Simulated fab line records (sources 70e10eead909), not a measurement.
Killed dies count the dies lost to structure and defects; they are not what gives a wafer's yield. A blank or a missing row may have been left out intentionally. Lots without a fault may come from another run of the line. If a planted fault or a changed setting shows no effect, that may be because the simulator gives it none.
2 desks, one fault :: flow nandHarc :: only its own numbers are on each desk; what lay behind them is given at the end

## THE TOOL OWNER'S DESK: lithoTrack-06
At NHARC_A_CONTACT_SOFTBAKE_37 (time 55 s), the tool's own readings, given per lot that ran on this tool as the mean of the sampled wafers with a number. Marked OUT: a lot whose mean sits more than 4 standard deviations from the usual mean, which makes it out of limits; the brackets give that distance.
Columns: A = exhaustPa at NHARC_A_CONTACT_SOFTBAKE_37, usual 45.0 Pa; B = heaterPowerTotalW at NHARC_A_CONTACT_SOFTBAKE_37, usual 188.45 W
lot: L325
first seen here: day 17 13:00
A: 45.2
B: 188.53

lot: L322
first seen here: day 17 18:00
A: 45.8
B: 188.48

lot: L329
first seen here: day 18 23:00
A: 45.7
B: 188.34

lot: L330
first seen here: day 19 00:00
A: 43.6
B: 188.39

lot: L331
first seen here: day 19 16:00
A: 44.2
B: 195.47 (+50) OUT

lot: L333
first seen here: day 20 08:00
A: 44.8
B: 202.63 (+99 or more) OUT
This desk finds L331, L333 out of limits, L331 being first, at day 19 16:00 (heaterPowerTotalW at NHARC_A_CONTACT_SOFTBAKE_37). L325, L322, L329, L330 stayed within limits.

## THE DEFECT DESK
Lot by lot, what the route's inspections counted, given as the mean of those sampled wafers with a number. Marked OUT: a lot whose mean sits more than 4 standard deviations from the usual mean, which makes it out of limits; the brackets give that distance.
Columns: A = rawDefectCount at NHARC_A_WL_FILL_INSPECT_15, usual 388
lot: L319
first seen here: day 16 14:52
A: 495

lot: L320
first seen here: day 16 15:25
A: 540

lot: L325
first seen here: day 17 10:06
A: 388

lot: L322
first seen here: day 17 13:32
A: 266

lot: L323
first seen here: day 17 19:59
A: 400

lot: L324
first seen here: day 18 04:52
A: 278

lot: L328
first seen here: day 18 12:41
A: 266

lot: L327
first seen here: day 18 12:43
A: 338

lot: L329
first seen here: day 18 20:31
A: 327

lot: L330
first seen here: day 18 20:53
A: 647

lot: L331
first seen here: day 19 12:32
A: 334

lot: L332
first seen here: day 19 12:37
A: 337

lot: L333
first seen here: day 20 04:50
A: 363
This desk's verdict: no lot among the 13 shows anything out of limits.

## BROUGHT TOGETHER
The tool owner's desk had the chance to raise an alarm at day 19 16:00 on L331, L333.
The defect desk saw nothing out of limits.
The defect desk has L331, L333 on record, within its limits.
NHARC_A_CONTACT_SOFTBAKE_37 was run on lithoTrack-06 by each of the lots named.

## WHAT THE SIMULATOR HAD INSERTED
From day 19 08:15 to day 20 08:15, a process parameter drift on lithoTrack-06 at NHARC_A_CONTACT_SOFTBAKE_37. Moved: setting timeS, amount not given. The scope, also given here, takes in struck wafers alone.
Shown lots that were struck: L331, L333.
Delay in hours, fault start to first out-of-limits reading, by desk: the tool owner's desk at 8.
